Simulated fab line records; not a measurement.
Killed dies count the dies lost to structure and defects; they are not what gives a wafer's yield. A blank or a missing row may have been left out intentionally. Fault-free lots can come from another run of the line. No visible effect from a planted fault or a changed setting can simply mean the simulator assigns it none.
Chamber matching -- flow nand-harc -- NHARC_A_CHANNEL_FILL_D2_CMP_10 on cmp-03 has 4 sister chambers
The step polishes, target thk 150 nm. 8 wafers are shown with their chamber, then 7 later ones without.

## WAFERS PAIRED WITH THEIR CHAMBERS
wafer,chamber,motor-current-A (A),time-to-endpoint-s (s)
L077.3,0,12.0,11.6
L079.2,2,13.5,15.0
L079.5,2,13.7,13.1
L085.1,1,13.1,15.5
L085.2,3,10.9,12.4
L085.4,0,11.1,13.6
L089.3,3,11.3,14.1
L089.4,1,13.9,16.7

## WAFERS WITH NO CHAMBER GIVEN
wafer,motor-current-A (A),time-to-endpoint-s (s)
L089.6,11.5,14.5
L093.2,12.8,11.5
L093.3,11.2,11.2
L093.4,13.3,14.0
L095.1,11.6,12.1
L095.3,13.6,11.4
L095.6,13.2,11.3

## THE CHAMBER EACH PASSED THROUGH
wafer,from the rows above,in truth
L089.6,can't be placed: 3 or 0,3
L093.2,can't be placed: 2 or 0 or 3 or 1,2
L093.3,can't be placed: 0 or 3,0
L093.4,can't be placed: 2 or 1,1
L095.1,can't be placed: 0 or 3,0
L095.3,can't be placed: 2 or 1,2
L095.6,can't be placed: 2 or 0 or 1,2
Correctly placed: 0 of 7. These rows do not allow placing 7 (true chamber among the candidates in 7). Wrongly placed: 0.
How it was worked out, from the rows above alone: a wafer's distance from a chamber is the root of the sum, over the readings, of the square of ((its reading less the chamber's mean) divided by the reading's scatter). The wafer belongs to the nearest chamber; if the next one is less than 2 further off, it can't be placed. For every chamber, the mean is computed from those of its wafers that are shown. The scatter: the root of (the sum of the squares of (reading less its chamber's mean) over the shown wafers, divided by (wafers less chambers)).
